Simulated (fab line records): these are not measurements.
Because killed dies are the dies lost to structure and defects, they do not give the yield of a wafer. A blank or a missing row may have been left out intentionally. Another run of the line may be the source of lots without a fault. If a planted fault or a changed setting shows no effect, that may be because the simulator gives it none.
Which tool is to blame? + flow nandHarc + 12 lots, 35 wafers sampled, at 7 steps of a route of 1159

## WHAT EACH GAUGE READ, for each wafer
NHARC_A_SGD_CUT_THK_MEAS_22: measures by ellipsometry.
| lot  | measured     | on           | thkNm (nm)        |
|------|--------------|--------------|-------------------|
| L875 | day 13 18:17 | filmMetro-02 | 149.4 148.5 148.6 |
| L877 | day 14 13:35 | filmMetro-01 | 147.7 150.0 149.2 |
| L878 | day 14 18:53 | filmMetro-02 | 147.1 149.0 146.8 |
| L880 | day 15 05:43 | filmMetro-02 | 148.0 149.1 53.5  |
| L885 | day 16 04:29 | filmMetro-01 | 147.8 48.8        |
| L881 | day 16 08:40 | filmMetro-02 | 150.1 48.3 146.7  |
| L889 | day 17 12:29 | filmMetro-01 | 148.8 147.3 145.7 |
| L891 | day 18 01:17 | filmMetro-01 | 147.7 149.5 147.9 |
| L896 | day 19 05:33 | filmMetro-01 | 147.9 148.7 145.0 |
| L895 | day 19 05:33 | filmMetro-02 | 148.9 147.6 149.7 |
| L897 | day 19 23:28 | filmMetro-01 | 147.2 150.6 149.9 |
| L898 | day 19 23:28 | filmMetro-02 | 146.5 146.5 143.3 |

NHARC_END_SORT_01.
| lot  | measured     | on        | killedAtArray | killedAtOther | killedAtPeriphery | killedDies | killedOpen | killedShort |
|------|--------------|-----------|---------------|---------------|-------------------|------------|------------|-------------|
| L889 | day 23 07:10 | prober-02 | 43 51 49      | 1 1 0         | 2 1 1             | 46 53 50   | 3 2 7      | 1 1 1       |

## WHICH TOOL RAN EACH LOT (tool, then ch and the chambers of the sampled wafers, then the start)
| lot  | NHARC_A_SGD_CUT_ETCH_59                      | NHARC_A_SGD_CUT_STRIP_17                     | NHARC_A_SGD_CUT_DEP_20       | NHARC_A_SGD_CUT_CMP_21        | NHARC_A_SLIT_DEP_25             |
|------|----------------------------------------------|----------------------------------------------|------------------------------|-------------------------------|---------------------------------|
| L875 | rieDiel-01 ch 1,2,3, day 13 14:17 or earlier | rieDiel-01 ch 1,2, day 13 14:17 or earlier   | fcvd-02 ch 0,1, day 13 14:17 | cmp-01 ch 0,3, day 13 18:03   | pecvd-04 ch 0,1,2, day 13 18:52 |
| L877 | rieDiel-03 ch 0,1,3, day 14 04:04 or earlier | rieDiel-03 ch 0,1,3, day 14 04:04 or earlier | fcvd-02 ch 0,1, day 14 04:04 | cmp-02 ch 0,1,2, day 14 13:23 | pecvd-01 ch 1,2, day 14 14:22   |
| L878 | rieDiel-03 ch 0,1,3, day 14 14:47 or earlier | rieDiel-03 ch 0,2, day 14 14:47 or earlier   | fcvd-01 ch 0,1, day 14 14:47 | cmp-04 ch 0,2, day 14 18:40   | pecvd-04 ch 1,2, day 14 19:33   |
| L880 | rieDiel-01 ch 1,3, day 14 23:26 or earlier   | rieDiel-01 ch 0,2,3, day 14 23:26 or earlier | fcvd-02 ch 0,1, day 14 23:26 | cmp-04 ch 0,1, day 15 05:27   | pecvd-04 ch 0,1,2, day 15 06:35 |
| L885 | rieDiel-11 ch 1,2, day 16 01:12 or earlier   | rieDiel-11 ch 2,3, day 16 01:12 or earlier   | fcvd-02 ch 0,1, day 16 01:12 | cmp-04 ch 2, day 16 04:15     | pecvd-02 ch 1,2, day 16 05:17   |
| L881 | rieDiel-11 ch 2,3, day 16 04:04 or earlier   | rieDiel-11 ch 0,1,2, day 16 04:04 or earlier | fcvd-02 ch 0,1, day 16 04:04 | cmp-01 ch 1,3, day 16 08:25   | pecvd-01 ch 0,2, day 16 09:11   |
| L889 | rieDiel-03 ch 1,2,3, day 17 08:18 or earlier | rieDiel-03 ch 0,1,2, day 17 08:18 or earlier | fcvd-01 ch 0,1, day 17 08:18 | cmp-04 ch 0,2,3, day 17 12:13 | pecvd-02 ch 0,2, day 17 13:11   |
| L891 | rieDiel-03 ch 0,1, day 17 20:30 or earlier   | rieDiel-03 ch 0,1,3, day 17 20:30 or earlier | fcvd-01 ch 0,1, day 17 20:30 | cmp-01 ch 1,2, day 18 01:02   | pecvd-02 ch 1,2, day 18 01:49   |
| L896 | rieDiel-11 ch 2,3, day 18 18:46 or earlier   | rieDiel-11 ch 0,1, day 18 18:46 or earlier   | fcvd-01 ch 0,1, day 18 18:46 | cmp-02 ch 0,1,2, day 19 05:17 | pecvd-04 ch 0,1, day 19 06:05   |
| L895 | rieDiel-03 ch 1,3, day 18 19:03 or earlier   | rieDiel-03 ch 1,3, day 18 19:03 or earlier   | fcvd-02 ch 0,1, day 18 19:03 | cmp-01 ch 0,3, day 19 05:17   | pecvd-02 ch 0,1,2, day 19 06:05 |
| L897 | rieDiel-11 ch 0,3, day 19 18:26 or earlier   | rieDiel-11 ch 0,2,3, day 19 18:26 or earlier | fcvd-01 ch 0,1, day 19 18:26 | cmp-01 ch 0,3, day 19 23:13   | pecvd-01 ch 0,2, day 19 23:59   |
| L898 | rieDiel-03 ch 0,1,3, day 19 19:08 or earlier | rieDiel-03 ch 2,3, day 19 19:08 or earlier   | fcvd-02 ch 0,1, day 19 19:08 | cmp-04 ch 0,2,3, day 19 23:14 | pecvd-04 ch 1,2, day 20 00:04   |
- NHARC_A_SGD_CUT_ETCH_59: etches the open film in N2/H2, target depth 260 nm, time 406.25 s.
- NHARC_A_SGD_CUT_STRIP_17: strips in O2.
- NHARC_A_SGD_CUT_DEP_20: deposits SiO2, target thk 150 nm.
- NHARC_A_SGD_CUT_CMP_21: polishes, target thk 148.19 nm.
- NHARC_A_SLIT_DEP_25: deposits SiO2, target thk 200 nm.

## WHAT THE TOOLS THEMSELVES READ (means of the sampled wafers that have a number; where no wafer has one, the mark that the record gives instead)
NHARC_A_SGD_CUT_ETCH_59.
| lot  | tool       | drypumpMotorCurrentA (A) | h2FlowSccm (sccm) | n2FlowSccm (sccm) | oesProductAu (a.u.) | rfVppV (V) | showerheadPlenumPTorr (Torr) | throttleValvePct (%) |
|------|------------|--------------------------|-------------------|-------------------|---------------------|------------|------------------------------|----------------------|
| L875 | rieDiel-01 | 5.7                      | 149.7             | 149.9             | 1.001               | 429.9      | 2.02                         | 14.172               |
| L877 | rieDiel-03 | 5.7                      | 149.7             | 150.4             | 1.012               | 429.4      | 2.00                         | 14.170               |
| L878 | rieDiel-03 | 5.7                      | 150.2             | 149.6             | 1.012               | 428.8      | 2.00                         | 14.183               |
| L880 | rieDiel-01 | 5.9                      | 150.5             | 150.1             | 0.988               | 428.6      | 1.98                         | 14.173               |
| L885 | rieDiel-11 | 5.1                      | 149.7             | 150.6             | 1.002               | 430.3      | 2.04                         | 14.177               |
| L881 | rieDiel-11 | 5.2                      | 149.9             | 150.0             | 0.998               | 432.6      | 2.12                         | 14.177               |
| L889 | rieDiel-03 | 5.8                      | 149.9             | 150.2             | 1.003               | 431.6      | 2.08                         | 14.172               |
| L891 | rieDiel-03 | 5.8                      | 150.0             | 150.0             | 1.000               | 426.6      | 1.90                         | 14.168               |
| L896 | rieDiel-11 | 5.2                      | 150.4             | 150.3             | 0.998               | 431.8      | 2.11                         | 14.166               |
| L895 | rieDiel-03 | 5.6                      | 149.9             | 149.5             | 0.998               | 432.1      | 2.09                         | 14.172               |
| L897 | rieDiel-11 | 6.1                      | 149.5             | 149.1             | 0.993               | 432.4      | 2.12                         | 14.164               |
| L898 | rieDiel-03 | 5.7                      | 149.9             | 149.9             | 1.006               | 429.1      | 2.00                         | 14.169               |

NHARC_A_SGD_CUT_STRIP_17.
| lot  | tool       | drypumpMotorCurrentA (A) | oesProductAu (a.u.) | rfVppV (V) | showerheadPlenumPTorr (Torr) | throttleValvePct (%) |
|------|------------|--------------------------|---------------------|------------|------------------------------|----------------------|
| L875 | rieDiel-01 | 5.2                      | 1.014               | 58.5       | 3.59                         | 17.036               |
| L877 | rieDiel-03 | 5.7                      | 1.006               | 57.2       | 3.46                         | 17.036               |
| L878 | rieDiel-03 | 5.8                      | 1.006               | 57.1       | 3.56                         | 17.033               |
| L880 | rieDiel-01 | 5.6                      | 0.992               | 57.3       | 3.44                         | 17.039               |
| L885 | rieDiel-11 | 5.3                      | 1.004               | 58.2       | 3.65                         | 17.039               |
| L881 | rieDiel-11 | 5.5                      | 0.998               | 57.7       | 3.56                         | 17.031               |
| L889 | rieDiel-03 | 5.9                      | 1.006               | 57.3       | 3.44                         | 17.040               |
| L891 | rieDiel-03 | 5.7                      | 0.997               | 57.8       | 3.46                         | 17.030               |
| L896 | rieDiel-11 | 6.0                      | 0.981               | 58.1       | 3.57                         | 17.043               |
| L895 | rieDiel-03 | 5.6                      | 1.002               | 58.0       | 3.60                         | 17.034               |
| L897 | rieDiel-11 | 5.7                      | 1.002               | 57.9       | 3.64                         | 17.044               |
| L898 | rieDiel-03 | 5.7                      | 1.005               | 58.7       | 3.69                         | 17.036               |

NHARC_A_SGD_CUT_CMP_21.
| lot  | tool   | motorCurrentA (A) | timeToEndpointS (s) |
|------|--------|-------------------|---------------------|
| L875 | cmp-01 | 12.2              | 49                  |
| L877 | cmp-02 | 11.1              | 47                  |
| L878 | cmp-04 | 12.8              | 45                  |
| L880 | cmp-04 | 12.8              | 38                  |
| L885 | cmp-04 | 12.6              | 28                  |
| L881 | cmp-01 | 13.0              | 39                  |
| L889 | cmp-04 | 12.2              | 49                  |
| L891 | cmp-01 | 11.9              | 47                  |
| L896 | cmp-02 | 10.8              | 44                  |
| L895 | cmp-01 | 12.1              | 53                  |
| L897 | cmp-01 | 12.1              | 53                  |
| L898 | cmp-04 | 12.3              | 46                  |

NHARC_A_SLIT_DEP_25.
| lot  | tool     | heaterPowerW (W) | throttleValvePct (%) |
|------|----------|------------------|----------------------|
| L875 | pecvd-04 | 614              | 16.5                 |
| L877 | pecvd-01 | 530              | 15.9                 |
| L878 | pecvd-04 | 629              | 16.1                 |
| L880 | pecvd-04 | 683              | 16.7                 |
| L885 | pecvd-02 | 692              | 16.0                 |
| L881 | pecvd-01 | 504              | 15.9                 |
| L889 | pecvd-02 | 585              | 16.1                 |
| L891 | pecvd-02 | 613              | 16.2                 |
| L896 | pecvd-04 | 718              | 16.0                 |
| L895 | pecvd-02 | 623              | 16.0                 |
| L897 | pecvd-01 | 479              | 16.0                 |
| L898 | pecvd-04 | 601              | 16.0                 |

## THE ANSWER, worked out from the rows above alone
Rule: the usual values come from the lots themselves. Put in order of their means at a reading, lots are off if they are a third of the lots or fewer, leave a main group of 4 or more, and stand apart from it by a gap of 3 or more times the standard deviation of the main group's means; of several such gaps the widest counts. If all means in a main group match to the digits the tables above print for the reading, that group is not used. Also off: a lot with no number at a reading for which 4 or more lots have one. Where the step has rows for the other lots, those lots are counted as sound. Order of review: gauges by route order, followed by the tools' own readings, for which a lot's mean as printed above is used. At the first step where some lot is off, the reading lying furthest off is the one used; lots without a number count as furthest.
Off at NHARC_A_SGD_CUT_THK_MEAS_22 (thkNm): L880, L885, L881. The main group: mean 148.0 nm, standard deviation 1.1.
A tool fits if, at a process step before that reading, it ran every lot that is off, and no sound lot after the first of them. Those tools and the gauges at NHARC_A_SGD_CUT_THK_MEAS_22 are tried in the same way. NHARC_A_SGD_CUT_ETCH_59: start missing for some lots; hours and lot order therefore follow NHARC_A_SGD_CUT_DEP_20. NHARC_A_SGD_CUT_STRIP_17: start missing for some lots; hours and lot order therefore follow NHARC_A_SGD_CUT_DEP_20. Not one of the candidates tried fits.

## WHAT WAS PUT IN BY THE SIMULATOR
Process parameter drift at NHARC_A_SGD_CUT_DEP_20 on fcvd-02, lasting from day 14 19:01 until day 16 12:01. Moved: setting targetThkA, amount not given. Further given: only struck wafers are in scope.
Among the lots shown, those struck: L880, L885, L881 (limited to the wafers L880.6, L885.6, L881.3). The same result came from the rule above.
